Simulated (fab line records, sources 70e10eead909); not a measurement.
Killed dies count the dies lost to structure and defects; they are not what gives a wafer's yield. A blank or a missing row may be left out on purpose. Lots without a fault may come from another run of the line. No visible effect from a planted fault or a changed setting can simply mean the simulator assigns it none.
Problem report, 8D (eight disciplines) form, completed by code -- flow nand_harc -- the parts of the form that need people (team, actions taken, sign-off) are left out

1. THE ISSUE
run_length_s at NHARC_THIN_TSV_ETCH_59 reads a mean of 149.4 s on 2 wafers of 1 lot; wafers without a fault read 159.6 s with a standard deviation of 0.46. Measured from the usual mean, that is -22 standard deviations.
The step: etches the open film in Cl2/BCl3, target depth 880 nm, time 138.1 s.
First observed at day 26 05:11: wafer L180.2, on rie_metal-02. Wafers with a number at this step in the record: 39, from 13 lots. Rule for "out", or "out of limits": more than 4 standard deviations from the usual mean. Any other wafer with a number is counted as sound.

2. WHAT IT IS; WHAT IT IS NOT
question,is,is not
which readings at this step,run_length_s,"drypump_motor_current_A, oes_product_au, throttle_valve_pct"
which lots,L180,"L178, L179, L187, L189, L190, L191, L192, L194, L195, L196, L197, L199"
which wafers of those lots,"L180.2, L180.3",L180.1
read on which tools,rie_metal-02,"rie_metal-01, rie_metal-03"
when,from day 26 05:11,"up to then (7 sound wafers); but 30 sound wafers of L187, L189, L190, L191, L192, L194, L195, L196, L197, L199 came after"

3. SUSPECTS, AND WHAT RULES EACH OUT
Counting: if a tool at a process step up to the reading ran every lot that is out, it stays a suspect. Sound lots after the first of them don't rule it out here, since some wafers of a struck lot are sound.
- pvd_sputter-01 at NHARC_A_M1_DEGAS_29 (time 60 s): kept. The lot that is out, L180, ran on it at day 25 05:51; the last sound lot it ran before that was L178, at day 24 04:26.
- pecvd-02 at NHARC_A_M1_PRE_CLEAN_32 (time 12 s): kept. The lot that is out, L180, ran on it at day 25 07:29; the last sound lot it ran before that was L179, at day 24 04:16.
- rie_metal-02 at NHARC_THIN_TSV_ETCH_59 (etches the open film in Cl2/BCl3, target depth 880 nm, time 138.1 s): kept. The lot that is out, L180, ran on it at day 26 05:11; the last sound lot it ran before that was L178, at day 25 18:44. On those wafers its own readings are out: run_length_s.
- Within pecvd-02 at NHARC_A_M1_PRE_CLEAN_32: the wafers that are out ran in chambers 0, 2; their sound lot-mates ran in chamber 1.
- The sound lot-mates ran in chamber 1 of rie_metal-02 at NHARC_THIN_TSV_ETCH_59, but the wafers that are out ran in chamber 0.
The count leaves pvd_sputter-01 at NHARC_A_M1_DEGAS_29, pecvd-02 at NHARC_A_M1_PRE_CLEAN_32, and rie_metal-02 at NHARC_THIN_TSV_ETCH_59.

4. THE CAUSE (what the simulator had put in)
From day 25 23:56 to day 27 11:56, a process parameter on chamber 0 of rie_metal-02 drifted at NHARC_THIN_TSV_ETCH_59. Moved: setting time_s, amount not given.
Of the 3 suspects that counting leaves, this tool is one.

5. THE CHAIN OF EFFECTS, in route order
Each row: a reading whose mean over the struck wafers that have a number lies more than 3 standard deviations from the usual. Only readings whose record carries a usual standard deviation are examined. hours: median over the lots of the time between each lot's start at the first step of this table that gives one and its start at this step. sigmas: the change, counted in usual standard deviations.
hours,step,reading,usual,on struck wafers,change,sigmas
0,NHARC_THIN_TSV_ETCH_59,run_length_s,159.6 s,149.4,-10.2,-22
Process steps it contains:
- NHARC_THIN_TSV_ETCH_59: etches the open film in Cl2/BCl3, target depth 880 nm, time 138.1 s.

6. WHAT WOULD HAVE CAUGHT IT SOONER
5 hours passed between the start of the fault at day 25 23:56 and the first reading out of limits in this record, taken at day 26 05:11.
